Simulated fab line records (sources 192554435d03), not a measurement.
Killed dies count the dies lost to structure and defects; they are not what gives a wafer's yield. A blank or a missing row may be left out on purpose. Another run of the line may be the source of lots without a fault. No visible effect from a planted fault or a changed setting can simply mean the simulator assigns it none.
fab line records || flow n5-finfet
[record] {"lots": 5, "wafers": 15, "last-day": 16}
route steps=1938 shown BEOL_M10@1505 PASSIVATION@1936
lots that met no fault: taken from a fault-free run of the same line
start-h: hours from the record's opening day to when the first of the lot's shown wafers began || wait-h: hours elapsed since this lot's preceding step || " repeats the value in the row above || L1.1+2: one row covering several wafers at once || - no value present, or no start provided || * or withheld: withheld || < > ~ a bound
route shown NAME@n: NAME is a module with steps in the file, n the number in the route of the first one || usual: average and standard deviation across the fault-free wafers || same: alike in all rows || chamber/n: place in a boat || sites: each site's reading || _std_site: the values' standard deviation || _edge_site: the outer-site mean with the inner-site mean subtracted || radius-mm: how far each site lies from the wafer's centre || mask NAME#n: copy n || behind: the tool/chamber that last shaped the wafer || hold: cause of the lot's hold/its duration in hours/its outcome || device: which transistor (n, p or np) failed to switch || end of line: the same wafers' tests at the end of the route || step lacking rows: just its recipe || killed: not the wafer's yield, but the dies lost to structure and defects at the first sort || map: per-die view of a wafer (x killed, . not killed, _ where there is no die)
set.NAME: the setting that was run; set.NAME@STEP: the one run at that earlier step || model.NAME: the simulator's own value behind a step, which no gauge read
a table for each step, a row for each wafer; lots at some steps of the route
services: a tool's chamber out of use, with start hour (start-h, from the record's first day; less than 0 if before it), hours out, and reason
[[steps]]
[step N5_BEOL_M10_DESCUM_33]
[recipe] {"chemistry": "O2", "time-s": 7.9, "source-power-w": 50, "bias-power-w": 20, "pressure-mtorr": 20, "rf-frequency-hz": 2.712e+07, "temp-c": 40, "resist": "CAR-ArF", "o2-flow-sccm": 225}
[step N5_BEOL_M10_ETCH_65]
[recipe] {"chemistry": "CF4", "target": "SiARC", "target-depth-a": 390, "mask-material": "CAR-ArF", "time-s": 65, "ion-energy-ev": 80, "pressure-mtorr": 40, "source-w": 545, "bias-w": 36, "Ar_flow_sccm": 100, "cf4-flow-sccm": 100, "ends": "cleared"}
[step N5_BEOL_M10_ETCH_66]
[recipe] {"chemistry": "N2/H2", "target": "SOC", "target-depth-a": 1200, "overetch-a": 240, "mask-material": "SiARC", "temp-c": 40, "time-s": 180, "ion-energy-ev": 200, "pressure-mtorr": 30, "source-w": 840, "bias-w": 150, "n2-flow-sccm": 200, "h2-flow-sccm": 200}
[step N5_BEOL_M10_STRIP_69]
[recipe] {"chemistry": "N2/H2", "temp-c": 40, "n2-flow-sccm": 200, "h2-flow-sccm": 200, "rf-frequency-hz": 6e+07}
[step N5_BEOL_M10_VIA_ETCH_34]
[recipe] {"chemistry": "C4F6/O2", "target": "SiCOH_lowk", "target-depth-a": 1845, "mask-material": "SOC", "taper-deg": 4, "time-s": 69.2, "ion-energy-ev": 250, "pressure-mtorr": 30, "source-w": 345, "bias-w": 185, "Ar_flow_sccm": 300, "C4F6_flow_sccm": 10, "O2_flow_sccm": 10}
[step N5_BEOL_M10_STRIP_73]
[recipe] {"chemistry": "C4F6/O2", "resist": "SiARC", "rf-frequency-hz": 6e+07}
[step N5_BEOL_M10_STRIP_36]
[recipe] {"chemistry": "N2/H2", "power-w": 450, "temp-c": 40, "pressure-mtorr": 20, "rf-frequency-hz": 6e+07, "overash-fraction": 0.3, "bias-power-w": 7, "h2-frac": 0.5, "n2-flow-sccm": 200, "h2-flow-sccm": 200}
[step N5_BEOL_M10_TRENCH_ETCH_37]
[recipe] {"chemistry": "C4F6/O2", "target-depth-a": 1488.3, "target": "SiCOH_lowk", "time-s": 48, "ion-energy-ev": 250, "pressure-mtorr": 30, "source-w": 345, "bias-w": 185, "Ar_flow_sccm": 300, "C4F6_flow_sccm": 10, "O2_flow_sccm": 10}
[step N5_BEOL_M10_ETCH_41]
[recipe] {"chemistry": "CH3F/O2", "target": "SiCN", "target-depth-a": 426, "taper-deg": 2, "time-s": 86, "ion-energy-ev": 120, "mask-material": "TiN", "pressure-mtorr": 30, "source-w": 395, "bias-w": 75, "Ar_flow_sccm": 150, "CH3F_flow_sccm": 30, "O2_flow_sccm": 20}
[step N5_BEOL_M10_STRIP_77]
[recipe] {"chemistry": "N2/H2", "time-s": 10, "power-w": 450, "temp-c": 40, "pressure-mtorr": 20, "rf-frequency-hz": 6e+07, "bias-power-w": 7, "n2-flow-sccm": 200, "h2-flow-sccm": 200}
[step N5_BEOL_M10_HM_STRIP_39]
[recipe] {"chemistry": "peroxide-tin-strip", "material": "TiN", "target-depth-a": 250, "temp-c": 50, "time-s": 158}
[usual] {"bath-guard-temp-C": "50.1/0.52", "bath-heat-duty-pct": "7.2/0.86"}
{"lot.wafer": "L431.2", "tool": "wet-bench-02", "chamber": 0, "start-h": 276.90, "wait-h": 0.0, "bath-guard-temp-C": "-", "bath-heat-duty-pct": "-", "model.TiN_of_BEOL_M10_HM_DEP_02.thk-nm": 16.2}
{"lot.wafer": "L431.3", "tool": "wet-bench-02", "chamber": 7, "start-h": 276.90, "wait-h": 0.0, "bath-guard-temp-C": "-", "bath-heat-duty-pct": "-", "model.TiN_of_BEOL_M10_HM_DEP_02.thk-nm": 16}
{"lot.wafer": "L431.6", "tool": "wet-bench-02", "chamber": 4, "start-h": 276.90, "wait-h": 0.0, "bath-guard-temp-C": "-", "bath-heat-duty-pct": "-", "model.TiN_of_BEOL_M10_HM_DEP_02.thk-nm": 16}
{"lot.wafer": "L429.2", "tool": "wet-bench-05", "chamber": 5, "start-h": 277.33, "wait-h": 0.0, "bath-guard-temp-C": "-", "bath-heat-duty-pct": "-", "model.TiN_of_BEOL_M10_HM_DEP_02.thk-nm": 15.8}
{"lot.wafer": "L429.3", "tool": "wet-bench-05", "chamber": 7, "start-h": 277.33, "wait-h": 0.0, "bath-guard-temp-C": "-", "bath-heat-duty-pct": "-", "model.TiN_of_BEOL_M10_HM_DEP_02.thk-nm": 15.8}
{"lot.wafer": "L429.6", "tool": "wet-bench-05", "chamber": 3, "start-h": 277.33, "wait-h": 0.0, "bath-guard-temp-C": "-", "bath-heat-duty-pct": "-", "model.TiN_of_BEOL_M10_HM_DEP_02.thk-nm": 15.6}
{"lot.wafer": "L432.3", "tool": "wet-bench-02", "chamber": 0, "start-h": 285.55, "wait-h": 0.0, "bath-guard-temp-C": "-", "bath-heat-duty-pct": "-", "model.TiN_of_BEOL_M10_HM_DEP_02.thk-nm": 16}
{"lot.wafer": "L432.4", "tool": "wet-bench-02", "chamber": 6, "start-h": 285.55, "wait-h": 0.0, "bath-guard-temp-C": "-", "bath-heat-duty-pct": "-", "model.TiN_of_BEOL_M10_HM_DEP_02.thk-nm": 16}
{"lot.wafer": "L432.6", "tool": "wet-bench-02", "chamber": 4, "start-h": 285.55, "wait-h": 0.0, "bath-guard-temp-C": "-", "bath-heat-duty-pct": "-", "model.TiN_of_BEOL_M10_HM_DEP_02.thk-nm": 15.8}
{"lot.wafer": "L437.1", "tool": "wet-bench-03", "chamber": 1, "start-h": 315.58, "wait-h": 0.0, "bath-guard-temp-C": 50.9, "bath-heat-duty-pct": 8.5, "model.TiN_of_BEOL_M10_HM_DEP_02.thk-nm": 0}
{"lot.wafer": "L437.3", "tool": "wet-bench-03", "chamber": 6, "start-h": 315.58, "wait-h": 0.0, "bath-guard-temp-C": 50.2, "bath-heat-duty-pct": 8.5, "model.TiN_of_BEOL_M10_HM_DEP_02.thk-nm": 0}
{"lot.wafer": "L437.5", "tool": "wet-bench-03", "chamber": 2, "start-h": 315.58, "wait-h": 0.0, "bath-guard-temp-C": 49.6, "bath-heat-duty-pct": 5.9, "model.TiN_of_BEOL_M10_HM_DEP_02.thk-nm": 0}
{"lot.wafer": "L439.2", "tool": "wet-bench-02", "chamber": 7, "start-h": 319.05, "wait-h": 0.0, "bath-guard-temp-C": 49.7, "bath-heat-duty-pct": 7.9, "model.TiN_of_BEOL_M10_HM_DEP_02.thk-nm": 0}
{"lot.wafer": "L439.4", "tool": "wet-bench-02", "chamber": 1, "start-h": 319.05, "wait-h": 0.0, "bath-guard-temp-C": 50.4, "bath-heat-duty-pct": 7.9, "model.TiN_of_BEOL_M10_HM_DEP_02.thk-nm": 0}
{"lot.wafer": "L439.5", "tool": "wet-bench-02", "chamber": 4, "start-h": 319.05, "wait-h": 0.0, "bath-guard-temp-C": 51.2, "bath-heat-duty-pct": 5.7, "model.TiN_of_BEOL_M10_HM_DEP_02.thk-nm": 0}
[step N5_BEOL_M10_SRD_40]
[recipe] {"time-s": 30, "temp-c": 23, "rinse-liquid": "diw", "dry": "ipa-marangoni"}
[step N5_BEOL_M10_PRECLEAN_42]
[recipe] {"chemistry": "residue-remover", "time-s": 60, "temp-c": 40}
{"lot.wafer": "L431.2", "tool": "wet-bench-02", "chamber": 0, "start-h": 276.97, "wait-h": 0.0, "model.TiN_of_BEOL_M10_HM_DEP_02.thk-nm": 5.2}
{"lot.wafer": "L431.3+6", "tool": "wet-bench-02", "chamber": "7,4", "start-h": 276.97, "wait-h": 0.0, "model.TiN_of_BEOL_M10_HM_DEP_02.thk-nm": 5}
{"lot.wafer": "L429.2+3", "tool": "wet-bench-05", "chamber": "5,7", "start-h": 277.39, "wait-h": 0.0, "model.TiN_of_BEOL_M10_HM_DEP_02.thk-nm": 4.8}
{"lot.wafer": "L429.6", "tool": "wet-bench-05", "chamber": 3, "start-h": 277.39, "wait-h": 0.0, "model.TiN_of_BEOL_M10_HM_DEP_02.thk-nm": 4.6}
{"lot.wafer": "L432.3+4", "tool": "wet-bench-02", "chamber": "0,6", "start-h": 285.61, "wait-h": 0.0, "model.TiN_of_BEOL_M10_HM_DEP_02.thk-nm": 5}
{"lot.wafer": "L432.6", "tool": "wet-bench-02", "chamber": 4, "start-h": 285.61, "wait-h": 0.0, "model.TiN_of_BEOL_M10_HM_DEP_02.thk-nm": 4.8}
{"lot.wafer": "L437.1+3+5", "tool": "wet-bench-03", "chamber": "1,6,2", "start-h": 315.64, "wait-h": 0.0, "model.TiN_of_BEOL_M10_HM_DEP_02.thk-nm": 0}
{"lot.wafer": "L439.2+4+5", "tool": "wet-bench-02", "chamber": "7,1,4", "start-h": 319.12, "wait-h": 0.0, "model.TiN_of_BEOL_M10_HM_DEP_02.thk-nm": 0}
[step N5_BEOL_M10_SRD_43]
[recipe] {"time-s": 30, "temp-c": 23, "rinse-liquid": "diw", "dry": "ipa-marangoni"}
[step N5_BEOL_M10_CURE_72]
[recipe] {"temp-c": 370, "time-s": 120, "ambient": "DMADMS/He", "material": "SiCOH_lowk"}
[step N5_BEOL_M10_DEGAS_44]
[recipe] {"ambient": "vacuum", "temp-c": 250, "time-s": 60}
[step N5_BEOL_M10_PRE_CLEAN_45]
[recipe] {"gas": "H2/He", "time-s": 30, "temp-c": 250}
[step N5_BEOL_M10_ALD_74]
[recipe] {"material": "TaN", "target-thk-a": 20, "temp-c": 275, "ald-precursor-family": "PDMAT", "ald-co-reactant": "NH3", "pressure-torr": 3, "carrier-flow-sccm": 1500, "pulse-time-s": 2, "purge-time-s": 3, "co-reactant-purge-time-s": 2, "co-reactant-pulse-time-s": 3, "ald-cycles": 40, "precursor-vessel-temp-c": 75, "precursor-vessel-pressure-torr": 26.25, "precursor-vessel-carrier-sccm": 1000}
[step N5_BEOL_M10_SURFACE_TREAT_76]
[recipe] {"gas": "Ar", "time-s": "*", "ion-energy-ev": "*", "ion-current-ma-cm2": 0.5, "pressure-mtorr": "*", "ar-flow-sccm": 30}
[step N5_BEOL_M10_CVD_75]
[recipe] {"material": "Co", "target-thk-a": 20, "temp-c": "withheld", "precursor": "CCTBA/H2", "pressure-torr": 30, "time-s": 138.9}
[step N5_BEOL_M10_SPUTTER_48]
[recipe] {"material": "Cu", "target-thk-a": 120, "temp-c": -20, "bias-v": 60, "power-w": 26000, "chamber-pressure-pa": 0.13, "time-s": 2}
[step N5_BEOL_M10_ECD_50]
[recipe] {"material": "Cu", "target-thk-a": 3180}
[step N5_BEOL_M10_ANNEAL_51]
[recipe] {"temp-c": 225, "time-s": 90, "ambient": "N2"}
[step N5_BEOL_M10_CMP_52]
[recipe] {"stop-on": "SiCOH_lowk", "t-overpolish-s": 7, "down-force-psi": 1, "platen-rpm": 50, "clearing-platen-down-force-psi": 1.5, "clearing-platen-rpm": 50, "post-cmp-clean": "cu-alkaline", "target-thk-nm": 140, "clearing-platen-pad-velocity-m-s": 0.99484, "pad-velocity-m-s": 0.99484}
[usual] {"barrier-field-endpoint-s": "28.8/0.91", "motor-current-A": "6.3/0.79", "slurry-flow-ml-min": "150.0/0.49"}
{"lot.wafer": "L431.3", "tool": "cmp-03", "chamber": 2, "start-h": 279.30, "wait-h": 0.2, "barrier-field-endpoint-s": 34.8, "motor-current-A": 5.5, "slurry-flow-ml-min": 150.5}
{"lot.wafer": "L431.2", "tool": "cmp-03", "chamber": 3, "start-h": 279.30, "wait-h": 0.2, "barrier-field-endpoint-s": 34.1, "motor-current-A": 7.7, "slurry-flow-ml-min": 150.5}
{"lot.wafer": "L431.6", "tool": "cmp-03", "chamber": 2, "start-h": 279.30, "wait-h": 0.2, "barrier-field-endpoint-s": 36.0, "motor-current-A": 5.7, "slurry-flow-ml-min": 150.1}
{"lot.wafer": "L429.3", "tool": "cmp-01", "chamber": 2, "start-h": 279.57, "wait-h": 0.2, "barrier-field-endpoint-s": 35.4, "motor-current-A": 6.0, "slurry-flow-ml-min": 149.8}
{"lot.wafer": "L429.2", "tool": "cmp-01", "chamber": 3, "start-h": 279.57, "wait-h": 0.2, "barrier-field-endpoint-s": 37.5, "motor-current-A": 6.2, "slurry-flow-ml-min": 150.0}
{"lot.wafer": "L429.6", "tool": "cmp-01", "chamber": 1, "start-h": 279.57, "wait-h": 0.2, "barrier-field-endpoint-s": 35.8, "motor-current-A": 6.5, "slurry-flow-ml-min": 149.6}
{"lot.wafer": "L432.4", "tool": "cmp-03", "chamber": 1, "start-h": 287.64, "wait-h": 0.1, "barrier-field-endpoint-s": 34.7, "motor-current-A": 5.2, "slurry-flow-ml-min": 150.5}
{"lot.wafer": "L432.3", "tool": "cmp-03", "chamber": 2, "start-h": 287.64, "wait-h": 0.1, "barrier-field-endpoint-s": 34.4, "motor-current-A": 5.8, "slurry-flow-ml-min": 149.8}
{"lot.wafer": "L432.6", "tool": "cmp-03", "chamber": 1, "start-h": 287.64, "wait-h": 0.1, "barrier-field-endpoint-s": 35.4, "motor-current-A": 5.1, "slurry-flow-ml-min": 150.8}
{"lot.wafer": "L437.3", "tool": "cmp-02", "chamber": 3, "start-h": 318.37, "wait-h": 0.2, "barrier-field-endpoint-s": 27.4, "motor-current-A": 5.9, "slurry-flow-ml-min": 150.3}
{"lot.wafer": "L437.1", "tool": "cmp-02", "chamber": 0, "start-h": 318.37, "wait-h": 0.2, "barrier-field-endpoint-s": 28.2, "motor-current-A": 7.1, "slurry-flow-ml-min": 150.0}
{"lot.wafer": "L437.5", "tool": "cmp-02", "chamber": 3, "start-h": 318.37, "wait-h": 0.2, "barrier-field-endpoint-s": 27.7, "motor-current-A": 5.8, "slurry-flow-ml-min": 150.0}
{"lot.wafer": "L439.4", "tool": "cmp-02", "chamber": 3, "start-h": 322.44, "wait-h": 0.1, "barrier-field-endpoint-s": 28.7, "motor-current-A": 5.8, "slurry-flow-ml-min": 149.6}
{"lot.wafer": "L439.2", "tool": "cmp-02", "chamber": 2, "start-h": 322.44, "wait-h": 0.1, "barrier-field-endpoint-s": 27.4, "motor-current-A": 6.4, "slurry-flow-ml-min": 150.3}
{"lot.wafer": "L439.5", "tool": "cmp-02", "chamber": 0, "start-h": 322.44, "wait-h": 0.1, "barrier-field-endpoint-s": 28.0, "motor-current-A": 7.4, "slurry-flow-ml-min": 150.1}
[step N5_PASSIVATION_PROBE_49]
[usual] {"defect-limited-yield": "91.1/1.4", "killed_at_M0_to_M3": "36/9.9", "killed_at_M4_up": "13/5.8", "killed-at-contacts": "14/5.9", "killed-at-front-end": "39/11", "killed-at-other": "3.4/2.9", "killed-dies": "105/17", "killed-open": "70/13", "killed-short": "34/7.3", "sort_bin_5_function": "5.3/1", "sort_bin_6_memory": "3.3/0.62", "sort-n-pass": "1075/17", "sort-yield-pct": "91.1/1.4"}
[same] {"gross-dies": 1180, "killed-at-back-side": 0, "sort_bin_4_leakage[%]": 0, "sort_bin_8_speed[%]": 0}
{"lot.wafer": "L431.2", "tool": "prober-01", "chamber": "-", "start-h": 323.84, "wait-h": 0.1, "defect-limited-yield[%]": 88.9, "killed_at_M0_to_M3": 51, "killed_at_M4_up": 8, "killed-at-contacts": 26, "killed-at-front-end": 42, "killed-at-other": 4, "killed-dies": 131, "killed-open": 79, "killed-short": 41, "sort_bin_5_function[%]": 5.3, "sort_bin_6_memory[%]": 4.3, "sort-n-pass": 1049, "sort-yield-pct[%]": 88.9}
{"lot.wafer": "L429.2", "tool": "prober-02", "chamber": "-", "start-h": 327.89, "wait-h": 0.1, "defect-limited-yield[%]": 91.9, "killed_at_M0_to_M3": 47, "killed_at_M4_up": 6, "killed-at-contacts": 10, "killed-at-front-end": 30, "killed-at-other": 2, "killed-dies": 95, "killed-open": 61, "killed-short": 34, "sort_bin_5_function[%]": 4.7, "sort_bin_6_memory[%]": 3.1, "sort-n-pass": 1085, "sort-yield-pct[%]": 91.9}
{"lot.wafer": "L429.3", "tool": "prober-02", "chamber": "-", "start-h": 327.94, "wait-h": 0.1, "defect-limited-yield[%]": 91.7, "killed_at_M0_to_M3": 45, "killed_at_M4_up": 9, "killed-at-contacts": 9, "killed-at-front-end": 33, "killed-at-other": 2, "killed-dies": 98, "killed-open": 63, "killed-short": 35, "sort_bin_5_function[%]": 4.2, "sort_bin_6_memory[%]": 3.8, "sort-n-pass": 1082, "sort-yield-pct[%]": 91.7}
{"lot.wafer": "L429.6", "tool": "prober-02", "chamber": "-", "start-h": 328.09, "wait-h": 0.3, "defect-limited-yield[%]": 91.5, "killed_at_M0_to_M3": 44, "killed_at_M4_up": 13, "killed-at-contacts": 5, "killed-at-front-end": 37, "killed-at-other": 1, "killed-dies": 100, "killed-open": 67, "killed-short": 32, "sort_bin_5_function[%]": 5.3, "sort_bin_6_memory[%]": 3.2, "sort-n-pass": 1080, "sort-yield-pct[%]": 91.5}
{"lot.wafer": "L432.3", "tool": "prober-02", "chamber": "-", "start-h": 333.66, "wait-h": 0.5, "defect-limited-yield[%]": 92.8, "killed_at_M0_to_M3": 45, "killed_at_M4_up": 6, "killed-at-contacts": 10, "killed-at-front-end": 23, "killed-at-other": 1, "killed-dies": 85, "killed-open": 54, "killed-short": 30, "sort_bin_5_function[%]": 3.9, "sort_bin_6_memory[%]": 3.2, "sort-n-pass": 1095, "sort-yield-pct[%]": 92.8}
{"lot.wafer": "L432.4", "tool": "prober-02", "chamber": "-", "start-h": 333.71, "wait-h": 0.5, "defect-limited-yield[%]": 92.2, "killed_at_M0_to_M3": 33, "killed_at_M4_up": 21, "killed-at-contacts": 14, "killed-at-front-end": 23, "killed-at-other": 1, "killed-dies": 92, "killed-open": 63, "killed-short": 29, "sort_bin_5_function[%]": 4.8, "sort_bin_6_memory[%]": 2.6, "sort-n-pass": 1088, "sort-yield-pct[%]": 92.2}
{"lot.wafer": "L432.6", "tool": "prober-02", "chamber": "-", "start-h": 333.81, "wait-h": 0.6, "defect-limited-yield[%]": 93.6, "killed_at_M0_to_M3": 39, "killed_at_M4_up": 10, "killed-at-contacts": 6, "killed-at-front-end": 20, "killed-at-other": 0, "killed-dies": 75, "killed-open": 55, "killed-short": 19, "sort_bin_5_function[%]": 4.0, "sort_bin_6_memory[%]": 2.4, "sort-n-pass": 1105, "sort-yield-pct[%]": 93.6}
{"lot.wafer": "L437.1", "tool": "prober-01", "chamber": "-", "start-h": 363.18, "wait-h": 0.0, "defect-limited-yield[%]": 92.9, "killed_at_M0_to_M3": 28, "killed_at_M4_up": 6, "killed-at-contacts": 8, "killed-at-front-end": 34, "killed-at-other": 8, "killed-dies": 84, "killed-open": 56, "killed-short": 28, "sort_bin_5_function[%]": 4.2, "sort_bin_6_memory[%]": 2.7, "sort-n-pass": 1096, "sort-yield-pct[%]": 92.9}
{"lot.wafer": "L437.3", "tool": "prober-01", "chamber": "-", "start-h": 363.28, "wait-h": 0.1, "defect-limited-yield[%]": 89.6, "killed_at_M0_to_M3": 47, "killed_at_M4_up": 5, "killed-at-contacts": 17, "killed-at-front-end": 51, "killed-at-other": 3, "killed-dies": 123, "killed-open": 86, "killed-short": 37, "sort_bin_5_function[%]": 6.0, "sort_bin_6_memory[%]": 4.1, "sort-n-pass": 1057, "sort-yield-pct[%]": 89.6}
{"lot.wafer": "L437.5", "tool": "prober-01", "chamber": "-", "start-h": 363.38, "wait-h": 0.2, "defect-limited-yield[%]": 93.5, "killed_at_M0_to_M3": 24, "killed_at_M4_up": 8, "killed-at-contacts": 14, "killed-at-front-end": 30, "killed-at-other": 1, "killed-dies": 77, "killed-open": 54, "killed-short": 23, "sort_bin_5_function[%]": 4.0, "sort_bin_6_memory[%]": 2.2, "sort-n-pass": 1103, "sort-yield-pct[%]": 93.5}
{"lot.wafer": "L439.4", "tool": "prober-02", "chamber": "-", "start-h": 385.85, "wait-h": 0.2, "defect-limited-yield[%]": 91.2, "killed_at_M0_to_M3": 25, "killed_at_M4_up": 16, "killed-at-contacts": 19, "killed-at-front-end": 37, "killed-at-other": 7, "killed-dies": 104, "killed-open": 80, "killed-short": 23, "sort_bin_5_function[%]": 5.2, "sort_bin_6_memory[%]": 3.5, "sort-n-pass": 1076, "sort-yield-pct[%]": 91.2}
// killed by level:class
L431.2 MOL_CONTACT_COAG:geometric-particle:open=18 BEOL_M1:geometric-particle:open=16 BEOL_M0_SAQP:geometric-particle:short=12 HKMG_FIN:area-etch=11 MOL_CONTACT_COAG:geometric-particle:short=8 BEOL_M0_SAQP:geometric-particle:open=8 FIN_SAQP:geometric-particle:short=7 STI_FIN_REVEAL:geometric-particle:open=6
L429.2 BEOL_M0_SAQP:geometric-particle:open=13 BEOL_M0_SAQP:geometric-particle:short=12 BEOL_M3:geometric-particle:open=9 STI_FIN_REVEAL:geometric-particle:open=8 MOL_CONTACT_COAG:geometric-particle:open=7 FIN_SAQP:geometric-particle:short=4 ILD0:geometric-particle:open=4 BEOL_M1:geometric-particle:open=4
L429.3 BEOL_M2:geometric-particle:open=10 FIN_SAQP:geometric-particle:short=9 BEOL_M1:geometric-particle:open=9 BEOL_M0_SAQP:geometric-particle:short=8 MOL_CONTACT_COAG:geometric-particle:open=8 BEOL_M0_SAQP:geometric-particle:open=8 STI_FIN_REVEAL:geometric-particle:open=6 BEOL_M2:geometric-particle:short=5
L429.6 BEOL_M1:geometric-particle:open=11 STI_FIN_REVEAL:geometric-particle:open=10 BEOL_M0_SAQP:geometric-particle:short=9 BEOL_M0_SAQP:geometric-particle:open=9 BEOL_M2:geometric-particle:open=7 STARTING-WAFER:geometric-particle:short=6 BEOL_M4:geometric-particle:open=5 DUMMY_GATE:geometric-particle:open=4
L432.3 BEOL_M0_SAQP:geometric-particle:short=9 MOL_CONTACT_COAG:geometric-particle:open=8 BEOL_M0_SAQP:geometric-particle:open=7 BEOL_M2:geometric-particle:open=7 BEOL_M3:geometric-particle:open=7 BEOL_M0:geometric-particle:open=6 FIN_SAQP:geometric-particle:short=5 BEOL_M1:geometric-particle:open=4
L432.4 MOL_CONTACT_COAG:geometric-particle:open=11 BEOL_M4:geometric-particle:open=11 BEOL_M0_SAQP:geometric-particle:open=8 BEOL_M2:geometric-particle:open=6 DUMMY_GATE:geometric-particle:open=5 GATE_CUT:geometric-particle:short=5 BEOL_M0:geometric-particle:open=5 BEOL_M3:geometric-particle:open=5
L432.6 BEOL_M2:geometric-particle:open=10 BEOL_M3:geometric-particle:open=9 BEOL_M0_SAQP:geometric-particle:short=8 STARTING-WAFER:geometric-particle:open=7 BEOL_M4:geometric-particle:open=7 MOL_CONTACT_COAG:geometric-particle:open=6 DUMMY_GATE:geometric-particle:open=5 BEOL_M0_SAQP:geometric-particle:open=4
L437.1 BEOL_M2:geometric-particle:open=12 STI_FIN_REVEAL:geometric-particle:open=5 DUMMY_GATE:geometric-particle:open=5 MOL_CONTACT_COAG:geometric-particle:open=5 BEOL_M0_SAQP:geometric-particle:open=5 BEOL_M1:geometric-particle:open=5 ILD0:geometric-particle:short=4 STARTING-WAFER:geometric-particle:open=4
L437.3 MOL_CONTACT_COAG:geometric-particle:open=15 STI_FIN_REVEAL:geometric-particle:open=14 BEOL_M0_SAQP:geometric-particle:open=12 BEOL_M0_SAQP:geometric-particle:short=12 DUMMY_GATE:geometric-particle:open=9 FIN_SAQP:geometric-particle:open=7 BEOL_M2:geometric-particle:open=6 BEOL_M0:geometric-particle:open=5
L437.5 MOL_CONTACT_COAG:geometric-particle:open=12 FIN_SAQP:geometric-particle:short=6 BEOL_M0_SAQP:geometric-particle:open=6 BEOL_M1:geometric-particle:open=6 STI_FIN_REVEAL:geometric-particle:open=5 BEOL_M0_SAQP:geometric-particle:short=5 FIN_SAQP:geometric-particle:open=4 DUMMY_GATE:geometric-particle:open=3
L439.4 STI_FIN_REVEAL:geometric-particle:open=19 BEOL_M0_SAQP:geometric-particle:open=16 MOL_CONTACT_COAG:geometric-particle:open=14 BEOL_M4:geometric-particle:open=7 FIN_SAQP:geometric-particle:open=6 MOL_CONTACT_COAG:geometric-particle:short=5 BEOL_M0_SAQP:geometric-particle:short=5 PASS1_CAP:geometric-particle:open=3
[[services]]
{"tool": "cmp-02", "chamber": "-", "start-h": 260.57, "hours": 4.2, "kind": "pm"}
{"tool": "cmp-01", "chamber": "-", "start-h": 270.30, "hours": 3.7, "kind": "repair"}
{"tool": "cmp-02", "chamber": "-", "start-h": 281.29, "hours": 4.0, "kind": "pm"}
{"tool": "cmp-02", "chamber": "-", "start-h": 285.29, "hours": "-", "kind": "consumable-replace:conditioner"}
{"tool": "cmp-02", "chamber": "-", "start-h": 285.29, "hours": "-", "kind": "consumable-replace:pad"}
{"tool": "cmp-03", "chamber": "-", "start-h": 293.91, "hours": 4.0, "kind": "pm"}
{"tool": "cmp-03", "chamber": "-", "start-h": 297.91, "hours": "-", "kind": "consumable-replace:conditioner"}
{"tool": "cmp-03", "chamber": "-", "start-h": 297.91, "hours": "-", "kind": "consumable-replace:pad"}
{"tool": "cmp-03", "chamber": "-", "start-h": 314.87, "hours": 4.0, "kind": "pm"}
[[key]]
[first-sign] {"step": "N5_BEOL_M10_HM_STRIP_39", "reading": "tool-record", "direction": "missing"}
[effect] {"step": "N5_BEOL_M10_CMP_52", "reading": "barrier-field-endpoint-s", "direction": "up", "sigmas": 7.1, "usual": 28.8, "struck": 35.4}
[model-effect] {"step": "N5_BEOL_M10_HM_STRIP_39", "value": "TiN_of_BEOL_M10_HM_DEP_02.thk-nm", "without": 0, "struck": 15.91}
[model-effect] {"step": "N5_BEOL_M10_PRECLEAN_42", "value": "TiN_of_BEOL_M10_HM_DEP_02.thk-nm", "without": 0, "struck": 4.911}
met-at N5_BEOL_M10_HM_STRIP_39
struck-wafers L429.2,L429.3,L429.6,L431.2,L431.3,L431.6,L432.3,L432.4,L432.6
[baseline-loss] {"step": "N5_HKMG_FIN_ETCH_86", "wafers": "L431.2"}
[fault] {"kind": "skipped-step-whole", "tool": "wet-bench-02,wet-bench-05", "chamber": "-", "onset-h": 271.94, "steps": "N5_BEOL_M10_HM_STRIP_39", "scope": "struck-lots-only"}
// baseline-loss: these wafers lose ten dies or more at that step, a loss of the line's own and not of a fault; the sort's usual values leave them out
